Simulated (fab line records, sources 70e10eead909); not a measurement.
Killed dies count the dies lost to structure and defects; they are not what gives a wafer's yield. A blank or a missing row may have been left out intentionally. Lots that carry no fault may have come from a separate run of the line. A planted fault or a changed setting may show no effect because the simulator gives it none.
fab line records | flow nand-harc
record: lots: 5 wafers: 15 last-day: 33
route steps=1302 shown P_BONDPAD@363 A_ZERO_WELL@390 END@1302
lots that met no fault: from a run of the same line without faults
start-h: the number of hours between the record's first day and the start of the first shown wafer of the lot | wait-h: time in hours since the lot's previous step | " the same as in the row above | L1.1+2: several wafers, shown together as one row | - no value present, or no start provided | * or withheld: withheld | < > ~ a bound
route shown NAME@n: NAME is a module with steps in the file, n the number in the route of the first one | usual: mean/standard deviation taken from wafers without a fault | same: alike in all rows | chamber/n: place in a boat | sites: the reading at each site | _std_site: standard deviation of those values | _edge_site: inner sites' mean taken away from outer sites' mean | radius-mm: how far each site lies from the wafer's centre | mask NAME#n: copy n | behind: the last tool/chamber to shape the wafer | hold: reason for holding the lot/hours on hold/outcome of the hold | device: names the non-switching transistor (n, p or np) | end of line: the route-end tests of the same wafers | for a step that has no rows: nothing shown but its recipe | killed: dies lost to structure and defects at the first sort, not the wafer's yield | map: the dies of a wafer, with x for killed, . for not killed, _ for no die there
set.NAME: the setting that was run; set.NAME@STEP: the one run at that earlier step | model.NAME: the simulator's own value behind a step, which no gauge read
lots seen at some steps along the route; tables by step, rows by wafer
services: when a tool's chamber went out of use (start-h, in hours from the record's first day, below 0 if earlier), for how many hours, and the reason
== steps ==
step: NHARC_P_BONDPAD_DEVELOP_08
recipe: time-s: 50 dev-temp-c: 22
step: NHARC_P_BONDPAD_CD_MEAS_09
recipe: target-cd-nm: 500 landing-energy-ev: 500
usual: cd-nm: 499.6/2.7
columns lot.wafer tool chamber start-h wait-h cd-nm
L463.2 cd-sem-01 0 144.30 - 495.4
L463.3 " 0 " " 496.3
L463.5 " 0 " " 494.0
L465.4 cd-sem-03 0 163.87 - 496.8
L465.5 " 0 " " 502.9
L465.6 " 0 " " 497.0
L470.1 cd-sem-02 0 203.15 - 497.2
L470.4 " 0 " " 503.0
L470.5 " 0 " " 496.6
L472.3 cd-sem-03 0 225.32 - 503.6
L472.4 " 0 " " 500.1
L472.5 " 0 " " 500.8
L486.2 cd-sem-02 0 360.08 - 501.6
L486.4 " 0 " " 503.6
L486.5 " 0 " " 501.1
step: NHARC_P_BONDPAD_OVL_MEAS_38
usual: overlay-x-nm: 2/6 overlay-y-nm: 1/5
columns lot.wafer tool chamber start-h wait-h overlay-x-nm overlay-y-nm
L463.2 overlay-02 - 144.39 - -9 6
L463.3 " - " " -9 6
L463.5 " - " " -8 6
L465.4 overlay-02 - 163.95 - 7 11
L465.5 " - " " 7 11
L465.6 " - " " 7 11
L470.1 overlay-01 - 203.24 - 2 -6
L470.4 " - " " 1 -6
L470.5 " - " " 1 -5
L472.3 overlay-01 - 225.40 - 11 3
L472.4 " - " " 11 3
L472.5 " - " " 11 3
L486.2 overlay-01 - 360.17 - 4 1
L486.4 " - " " 4 1
L486.5 " - " " 5 1
step: NHARC_P_BONDPAD_HARDBAKE_10
recipe: temp-c: 118 time-s: 65
step: NHARC_P_BONDPAD_DESCUM_11
recipe: time-s: 3 o2-flow-sccm: 200 ar-flow-sccm: 0 bias-power-w: 0 chemistry: O2
step: NHARC_P_BONDPAD_ETCH_37
recipe: target-depth-a: 600 overetch-a: 180 time-s: 65.91 ion-energy-ev: 200 n2-flow-sccm: 150 h2-flow-sccm: 150 ar-flow-sccm: 0 rf-w: 400 bias-w: 150 chemistry: N2/H2
step: NHARC_P_BONDPAD_ETCH_12
recipe: target-depth-a: 2000 time-s: 100 chf3-flow-sccm: 50 o2-flow-sccm: 10 ar-flow-sccm: 200 rf-w: 500 bias-w: 200 chemistry: CHF3/O2
usual: drypump-motor-current-A: 5.8/0.36 oes-product-au: 0.943/0.026 rf-vpp-V: 371.0/2.7 showerhead-plenum-p-Torr: 2.43/0.12 throttle-valve-pct: 20.572/0.0085
columns lot.wafer tool chamber start-h wait-h drypump-motor-current-A oes-product-au rf-hours-counter-h rf-vpp-V showerhead-plenum-p-Torr throttle-valve-pct
L463.2 rie-diel-05 3 - - 6.4 0.923 5.2 369.1 2.33 20.568
L463.3 " 2 " " 5.7 0.923 5.5 372.4 2.48 20.577
L463.5 " 0 " " 6.6 0.932 - 368.9 2.31 20.575
L465.4 rie-diel-11 0 - - 5.4 0.928 2.4 374.0 2.57 20.573
L465.5 " 2 " " 5.9 0.910 - 367.3 2.25 20.560
L465.6 " 3 " " 6.3 0.918 - 373.2 2.57 20.560
L470.1 rie-diel-08 3 - - 5.8 1.004 0.3 374.5 2.53 20.568
L470.4 " 1 " " 5.3 0.960 0.4 369.8 2.30 20.567
L470.5 " 3 " " 5.8 1.008 - 373.0 2.53 20.575
L472.3 rie-diel-11 0 - - 5.4 0.976 3.9 372.9 2.57 20.584
L472.5 " 1 " " 6.0 0.958 - 370.9 2.39 20.578
L472.4 " 2 " " 5.9 0.964 - 366.7 2.25 20.577
L486.2 rie-diel-08 2 - - 6.0 0.910 6.2 369.3 2.40 20.583
L486.4 " 0 " " 5.5 0.936 6.9 371.6 2.40 20.576
L486.5 " 2 " " 6.0 0.906 - 370.8 2.40 20.564
step: NHARC_P_BONDPAD_CD_MEAS_13
usual: cd-nm: 499.1/2.9
columns lot.wafer tool chamber start-h wait-h cd-nm
L463.2 cd-sem-02 - 144.84 - 494.9
L463.3 " - " " 495.0
L463.5 " - " " 493.4
L465.4 cd-sem-01 - 164.39 - 495.7
L465.5 " - " " 501.5
L465.6 " - " " 496.6
L470.1 cd-sem-01 - 203.68 - 496.9
L470.4 " - " " 503.8
L470.5 " - " " 497.0
L472.3 cd-sem-02 - 225.89 - 503.0
L472.4 " - " " 498.6
L472.5 " - " " 501.1
L486.2 cd-sem-02 - 360.61 - 502.2
L486.4 " - " " 502.4
L486.5 " - " " 500.7
step: NHARC_P_BONDPAD_STRIP_15
recipe: o2-flow-sccm: 500 ar-flow-sccm: 0 bias-w: 0 chemistry: O2
step: NHARC_P_BONDPAD_ETCH_24
recipe: target-depth-a: 300 over-etch-frac: 0.3 time-s: 72.99 ion-energy-ev: 150 cf4-flow-sccm: 50 n2-flow-sccm: 100 ar-flow-sccm: 150 rf-w: 300 bias-w: 100 chemistry: CF4/N2
step: NHARC_P_BONDPAD_STRIP_16
recipe: time-s: 600 temp-c: 30 chemistry: post-etch-residue-remover
step: NHARC_P_BONDPAD_DEGAS_25
recipe: temp-c: 300 time-s: 60
usual: heater-power-w: 452/38
columns lot.wafer tool chamber start-h wait-h heater-power-w
L463.3 pvd-sputter-02 - 145.47 - 510
L463.2 " - " " 456
L463.5 " - " " 468
L465.4 pvd-sputter-03 - 165.02 - 523
L465.5 " - " " 447
L465.6 " - " " 513
L470.4 pvd-sputter-03 - 204.30 - 394
L470.1 " - " " 514
L470.5 " - " " 403
L472.3 pvd-sputter-03 - 226.51 - 443
L472.4 " - " " 497
L472.5 " - " " 417
L486.4 pvd-sputter-02 - 361.23 - 430
L486.2 " - " " 451
L486.5 " - " " 445
step: NHARC_P_BONDPAD_PRE_CLEAN_26
recipe: time-s: 30 temp-c: 280 gas: H2/He
usual: heater-power-w: 396/32
columns lot.wafer tool chamber start-h wait-h heater-power-w
L463.2 pvd-sputter-02 - 145.53 - 374
L463.3 " - " " 463
L463.5 " - " " 371
L465.4 pvd-sputter-03 - 165.07 - 452
L465.6 " - " " 461
L465.5 " - " " 357
L470.4 pvd-sputter-03 - 204.37 - 346
L470.1 " - " " 367
L470.5 " - " " 353
L472.3 pvd-sputter-03 - 226.56 - 382
L472.4 " - " " 447
L472.5 " - " " 448
L486.4 pvd-sputter-02 - 361.28 - 395
L486.2 " - " " 369
L486.5 " - " " 401
step: NHARC_P_BONDPAD_PVD_17
recipe: target-thk-a: 50 bias-v: 168.6 power-w: 15000 chamber-pressure-pa: 0.12 time-s: 8.06 substrate-temp-c: 50 material: TaN
usual: cathode-dc-power-W: 15000/2.5 throttle-valve-pct: 29.6/0.87
columns lot.wafer tool chamber start-h wait-h cathode-dc-power-W throttle-valve-pct
L463.3 pvd-sputter-02 - - - 14999 30.5
L463.2 " - " " 15001 29.1
L463.5 " - " " 15003 31.5
L465.4 pvd-sputter-03 - - - 14999 30.2
L465.6 " - " " 14999 29.9
L465.5 " - " " 15004 30.1
L470.4 pvd-sputter-03 - - - 15002 29.6
L470.1 " - " " 15001 29.4
L470.5 " - " " 15002 29.6
L472.4 pvd-sputter-03 - - - 14998 29.9
L472.3 " - " " 14999 29.9
L472.5 " - " " 15005 29.5
L486.2 pvd-sputter-02 - - - 14998 31.5
L486.4 " - " " 14996 29.2
L486.5 " - " " 15002 31.6
step: NHARC_P_BONDPAD_PVD_27
recipe: target-thk-a: 300 chamber-pressure-pa: 5 power-w: 5000 substrate-temp-c: 30 time-s: 20.49 material: Cu
step: NHARC_P_BONDPAD_ECD_18
recipe: target-thk-a: 4000 bath-temp-c: 25 material: Cu
step: NHARC_P_BONDPAD_ANNEAL_28
recipe: temp-c: 225 time-s: 90
usual: wafer_temp_C_max: 226.2/0.3
columns lot.wafer tool chamber start-h wait-h wafer_temp_C_max
L463.2 rtp-anneal-02 0 146.26 0.3 226.0
L463.3 " 0 " " 226.1
L463.5 " 0 " " 226.5
L465.4 rtp-anneal-02 0 165.94 0.4 226.2
L465.5 " 0 " " 226.2
L465.6 " 0 " " 226.1
L470.1 rtp-anneal-02 0 205.04 - 225.9
L470.4 " 0 " " 226.1
L470.5 " 0 " " 226.0
L472.3 rtp-anneal-01 0 227.57 0.5 226.9
L472.4 " 0 " " 226.7
L472.5 " 0 " " 226.5
L486.2 rtp-anneal-01 0 362.01 - 226.0
L486.4 " 0 " " 225.9
L486.5 " 0 " " 226.1
step: NHARC_P_BONDPAD_CMP_19
recipe: t-overpolish-s: 30 cu-recess-touch-s: 16 target-thk-nm: 160.81
step: NHARC_P_BONDPAD_THK_MEAS_20
recipe: thk-meas-gauge: xrf
usual: thk-nm: 160.7/1.7
columns lot.wafer tool chamber start-h wait-h thk-nm
L463.2 film-metro-02 - 146.88 - 159.4
L463.3 " - " " 162.1
L463.5 " - " " 160.8
L465.4 film-metro-02 - 166.45 - 162.0
L465.5 " - " " 163.7
L465.6 " - " " 163.3
L470.1 film-metro-01 - 205.71 - 160.0
L470.4 " - " " 160.6
L470.5 " - " " 159.3
L472.3 film-metro-02 - 228.14 - 157.7
L472.4 " - " " 161.8
L472.5 " - " " 159.0
L486.2 film-metro-02 - 362.63 - 161.6
L486.4 " - " " 161.2
L486.5 " - " " 161.6
step: NHARC_P_BONDPAD_SRD_21
recipe: time-s: 30 temp-c: 23 dry-time-s: 20 spin-rpm: 1500
step: NHARC_P_BONDPAD_ACTIVATE_29
recipe: time-s: 60 n2-flow-sccm: 200 ar-flow-sccm: 0 bias-power-w: 0 chemistry: N2
step: NHARC_P_BONDPAD_PRECLEAN_30
recipe: time-s: 300 temp-c: 23 chemistry: DIW
step: NHARC_P_BONDPAD_SRD_31
recipe: time-s: 30 temp-c: 23 dry-time-s: 20 spin-rpm: 1500
step: NHARC_A_ZERO_WELL_PRECLEAN_00
recipe: time-s: 600 temp-c: 120 chemistry: SPM
step: NHARC_A_ZERO_WELL_SRD_01
step: NHARC_A_ZERO_WELL_DEHYDRATE_02
recipe: temp-c: 150 time-s: 120
step: NHARC_A_ZERO_WELL_HMDS_03
recipe: time-s: 30
step: NHARC_A_ZERO_WELL_COAT_18
recipe: temp-c: 200 time-s: 65
step: NHARC_A_ZERO_WELL_COAT_04
recipe: spin-rpm: 2000 resist-thk-nm: 600
step: NHARC_A_ZERO_WELL_SOFTBAKE_05
recipe: temp-c: 125 time-s: 70
step: NHARC_A_ZERO_WELL_EBR_06
step: NHARC_A_ZERO_WELL_EXPOSE_07
recipe: na: 0.55 dose-mj: 33.85 mask-id: A_ZERO
step: NHARC_A_ZERO_WELL_PEB_08
recipe: peb-temp-c: 128 peb-time-s: 80
step: NHARC_A_ZERO_WELL_DEVELOP_09
recipe: time-s: 50 dev-temp-c: 22
step: NHARC_A_ZERO_WELL_CD_MEAS_10
recipe: target-cd-nm: 2000 landing-energy-ev: 500
usual: cd-nm: 1998.9/2.7
columns lot.wafer tool chamber start-h wait-h cd-nm
L463.2 cd-sem-03 0 148.42 - 1995.5
L463.3 " 0 " " 1997.4
L463.5 " 0 " " 1999.6
L465.4 cd-sem-03 0 167.96 - 1996.6
L465.5 " 0 " " 2000.4
L465.6 " 0 " " 2002.3
L470.1 cd-sem-03 0 207.09 - 2005.1
L470.4 " 0 " " 1998.5
L470.5 " 0 " " 1997.8
L472.3 cd-sem-02 0 229.67 - 1997.4
L472.4 " 0 " " 1999.0
L472.5 " 0 " " 2000.9
L486.2 cd-sem-01 0 364.16 - 1999.7
L486.4 " 0 " " 1996.6
L486.5 " 0 " " 1997.3
step: NHARC_A_ZERO_WELL_HARDBAKE_11
recipe: temp-c: 118 time-s: 65
step: NHARC_A_ZERO_WELL_DESCUM_12
recipe: time-s: 3 o2-flow-sccm: 200 ar-flow-sccm: 0 bias-power-w: 0 chemistry: O2
step: NHARC_A_ZERO_WELL_ETCH_19
recipe: target-depth-a: 800 overetch-a: 240 time-s: 87.88 ion-energy-ev: 200 n2-flow-sccm: 150 h2-flow-sccm: 150 ar-flow-sccm: 0 rf-w: 400 bias-w: 150 chemistry: N2/H2
usual: drypump-motor-current-A: 5.92/0.21 oes-product-au: 1.000/0.014 rf-vpp-V: 431/3.2 showerhead-plenum-p-Torr: 2.05/0.11 throttle-valve-pct: 14.171/0.0092
columns lot.wafer tool chamber start-h wait-h drypump-motor-current-A oes-product-au rf-hours-counter-h rf-vpp-V showerhead-plenum-p-Torr throttle-valve-pct
L463.3 rie-diel-07 1 148.66 0.1 5.97 0.985 1 428 1.97 14.176
L463.2 " 3 " " 5.84 1.007 1 434 2.20 14.174
L463.5 " 1 " " 5.94 0.981 - 430 1.97 14.174
L465.4 rie-diel-07 0 168.22 0.1 6.29 1.023 1 435 2.13 14.169
L465.5 " 1 " " 5.98 0.972 - 430 1.97 14.176
L465.6 " 2 " " 5.71 0.988 - 429 1.96 14.181
L470.4 rie-diel-07 1 207.34 0.1 5.96 0.984 2 428 1.97 14.180
L470.1 " 2 " " 5.67 1.009 2 427 1.96 14.165
L470.5 " 3 " " 5.83 1.017 - 436 2.20 14.160
L472.3 rie-diel-07 0 229.91 0.1 6.28 1.023 3 433 2.13 14.161
L472.4 " 3 " " 5.83 1.007 3 435 2.20 14.177
L472.5 " 0 " " 6.31 1.022 - 433 2.13 14.170
L486.2 rie-diel-07 3 364.42 0.1 5.83 1.008 2 436 2.19 14.173
L486.4 " 0 " " 6.28 1.022 2 433 2.13 14.168
L486.5 " 2 " " 5.68 1.004 - 429 1.96 14.181
step: NHARC_END_SORT_01
recipe: temp-c: 25
usual: defect-limited-yield: 92.3/2.7 killed-at-array: 47/18 killed-at-other: 0.9/1.1 killed-at-periphery: 4/3.1 killed-dies: 52/18 killed-open: 3.1/1.5 killed-short: 2.4/1.5 sort_bin_2_pct: 2.7/1.2 sort_bin_3_pct: 0.6/0.38 sort_bin_4_pct: 4.5/1.5 sort-n-pass: 625/18 sort-rim-yield-pct: 89/4.5 sort-yield-pct: 92.3/2.7
same: gross-dies: 677 sort_bin_5_pct[%]: 0 sort_bin_6_pct[%]: 0 sort_bin_7_pct[%]: 0 sort_bin_8_pct[%]: 0 sort-rim-n-gross: 106.00
columns lot.wafer tool chamber start-h wait-h defect-limited-yield[%] killed-at-array killed-at-other killed-at-periphery killed-dies killed-open killed-short sort_bin_2_pct[%] sort_bin_3_pct[%] sort_bin_4_pct[%] sort-n-pass sort-rim-yield-pct[%] sort-yield-pct[%]
L465.4 prober-01 0 594.51 3.4 96.5 23 0 1 24 3 2 1.3 0.3 1.9 653 93 96.5
L465.5 prober-01 0 595.31 3.7 96.2 23 1 2 26 2 1 1.3 0.9 1.6 651 95 96.2
L465.6 prober-01 0 596.12 4.0 95.9 23 1 4 28 1 1 1.2 0.4 2.5 649 96 95.9
L472.3 prober-02 0 654.77 3.1 93.2 30 1 15 46 5 3 2.5 0.3 4.0 631 91 93.2
L472.4 prober-02 0 655.57 3.4 96.0 24 0 3 27 2 1 0.9 0.3 2.8 650 92 96.0
killed by level:class
L465.4 A_CHANNEL_HOLE_D2:chamber-film-flake=9 A_CHANNEL_HOLE_D1:chamber-film-flake=2 A_DECK1_JOINT:chamber-film-flake=2 A_STAIRCASE:chamber-film-flake=2 A_SGD_CUT:chamber-film-flake=2 P_M1:geometric-particle:open=1 A_CHANNEL_HOLE_D1:geometric-particle:open=1 A_CHANNEL_FILL_D1:geometric-particle:open=1
L465.5 A_CHANNEL_HOLE_D2:chamber-film-flake=12 A_CONTACT:chamber-film-flake=5 A_SOURCE_PLATE:geometric-particle:open=1 A_CHANNEL_HOLE_D2:geometric-particle:open=1 A_WL_FILL:geometric-particle:short=1 P_ZERO_WELL:chamber-film-flake=1 P_CONTACT:chamber-film-flake=1 A_CHANNEL_HOLE_D1:chamber-film-flake=1
L465.6 A_CHANNEL_HOLE_D2:chamber-film-flake=9 A_CONTACT:chamber-film-flake=4 A_STAIRCASE:chamber-film-flake=4 P_CONTACT:chamber-film-flake=2 A_SGD_CUT:chamber-film-flake=2 A_SOURCE_PLATE:geometric-particle:short=1 A_CHANNEL_HOLE_D2:geometric-particle:open=1 A_SLIT:chamber-film-flake=1
L472.3 P_BONDPAD:unspecified=11 A_CHANNEL_HOLE_D2:chamber-film-flake=11 A_BLC:chamber-film-flake=5 A_M0:geometric-particle:open=2 P_ZERO_WELL:chamber-film-flake=2 P_CONTACT:chamber-film-flake=2 A_CHANNEL_HOLE_D1:chamber-film-flake=2 A_ONON_D1:geometric-particle:short=1
L472.4 A_CHANNEL_HOLE_D1:chamber-film-flake=5 A_CHANNEL_HOLE_D2:chamber-film-flake=5 A_CONTACT:chamber-film-flake=5 A_STAIRCASE:chamber-film-flake=3 P_ZERO_WELL:chamber-film-flake=2 A_WL_FILL:chamber-film-flake=2 P_CONTACT:geometric-particle:open=1 A_ONON_D1:geometric-particle:open=1
map L472.3 (x killed, . not)
____________.____________
_________......._________
_______..........._______
______.............______
_____..............._____
____.................____
____.................____
___...................___
___..x..............x.___
__...............x.....__
__.....................__
_..............x........_
_..x.....x.............._
_.x....................._
_.x....................._
_x......................_
...x................x...x
xx..........x............
xx.......................
x........................
.x...............x.......
_........x....x........._
_......................._
_...............xx......_
_.........x............._
_..x..x................._
__.....................__
__.....................__
___......xx...........___
___...x.....x.........___
____...x.............____
____...x.x...........____
_____x..x.x..x...x.._____
______.xx......x...______
_______..xx......._______
_________xx....._________
____________.____________
map L470.4 (x killed, . not)
____________.____________
_________..x...._________
_______......x...._______
______.............______
_____..............._____
____..........x......____
____.................____
___..x................___
___...................___
__.................x.x.__
__..........x..........__
_......................._
_x......................_
_...x............x......_
_..x...................._
_......................._
.......................x.
...................x.....
x...............x........
..........x.....x...x....
..............x..........
_........x.............._
_......................._
_......................._
_..................x...._
_....................x.._
__x..x.................__
__xx.........x.........__
___xx.................___
___xxx................___
____x................____
____xxx...........x..____
_____.x.x..........._____
______.............______
_______..........._______
_________......._________
____________.____________
== services ==
columns tool chamber start-h hours kind
rie-diel-07 0 126.20 - clean
rie-diel-07 1 126.20 - clean
rie-diel-11 3 154.31 3.9 repair
pvd-sputter-02 - 157.18 0.9 repair
rie-diel-05 - 161.51 0.4 repair
pvd-sputter-03 - 170.08 10.0 pm
rie-diel-11 - 184.03 0.4 repair
rie-diel-08 - 190.80 9.0 pm
rie-diel-11 1 195.19 2.9 repair
rie-diel-11 3 216.18 19.4 repair
rie-diel-05 - 229.60 9.0 pm
pvd-sputter-02 - 239.30 0.6 repair
rie-diel-11 3 246.59 3.3 repair
rie-diel-11 0 250.05 1.8 repair
rie-diel-11 2 250.64 8.3 repair
rie-diel-11 - 255.50 9.0 pm
rie-diel-11 - 275.27 0.2 repair
rie-diel-11 1 275.62 3.1 repair
pvd-sputter-02 - 282.00 10.0 pm
rie-diel-07 - 294.20 9.0 pm
rie-diel-11 1 296.34 50.4 repair
pvd-sputter-03 - 297.75 0.8 repair
rie-diel-11 2 324.99 2.7 repair
pvd-sputter-03 - 348.08 10.0 pm
== key ==
first-sign: step: NHARC_END_SORT_01 reading: killed-at-periphery direction: up sigmas: 3.5 usual: 4 struck: 15
effect none on later readings
met-at NHARC_P_BONDPAD_PRE_CLEAN_26
struck-wafers L472.3
fault: kind: chamber-particle-source tool: pvd-sputter-03 chamber: - onset-h: 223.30 steps: NHARC_P_BONDPAD_PRE_CLEAN_26 rate-per-visit-cm2: 0.016486 end-h: 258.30 scope: struck-wafers-only
